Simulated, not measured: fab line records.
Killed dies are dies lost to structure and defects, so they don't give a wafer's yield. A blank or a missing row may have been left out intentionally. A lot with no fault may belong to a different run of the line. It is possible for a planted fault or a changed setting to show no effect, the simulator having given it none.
Chamber matching -- flow n5_finfet -- N5_BEOL_M10_DESCUM_33 on rie_diel-06: 4 sister chambers
The step chemistry O2, time 7.9 s. 7 wafers are shown with their chamber, then 9 later ones without.

== WAFERS PAIRED WITH THEIR CHAMBERS ==
wafer,chamber,showerhead_plenum_p_Torr (Torr),throttle_valve_pct (%)
L076.1,1,2.05,20.44
L084.6,0,2.17,20.61
L086.5,3,2.17,20.64
L086.6,0,2.16,20.61
L087.3,2,2.04,20.30
L087.5,3,2.17,20.65
L087.6,2,2.04,20.30

== WAFERS WITH NO CHAMBER GIVEN ==
wafer,showerhead_plenum_p_Torr (Torr),throttle_valve_pct (%)
L091.1,2.03,20.33
L091.5,2.16,20.65
L091.6,2.16,20.65
L092.1,2.03,20.35
L092.2,2.16,20.66
L092.3,2.04,20.01
L097.3,2.03,20.33
L097.4,2.04,20.03
L097.5,2.03,20.34

== THE CHAMBER EACH PASSED THROUGH ==
wafer,from the rows above,in truth
L091.1,2,2
L091.5,3,3
L091.6,3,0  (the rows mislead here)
L092.1,2,2
L092.2,3,3
L092.3,2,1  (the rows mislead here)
L097.3,2,2
L097.4,2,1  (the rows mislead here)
L097.5,2,2
Placed correctly: 6 of 9. From these rows, 0 cannot be placed. 3 placed wrongly.
How it was worked out, from the rows above alone: a wafer's distance from a chamber is the root of the sum, over the readings, of the square of ((its reading less the chamber's mean) divided by the reading's scatter). The wafer belongs to the nearest chamber; if the next one is less than 2 further off, it can't be placed. A chamber's mean is the mean of its shown wafers. How the scatter is found: for the shown wafers, subtract from each reading the mean of its chamber, square and add these, divide the total by (wafers less chambers), then take the root.
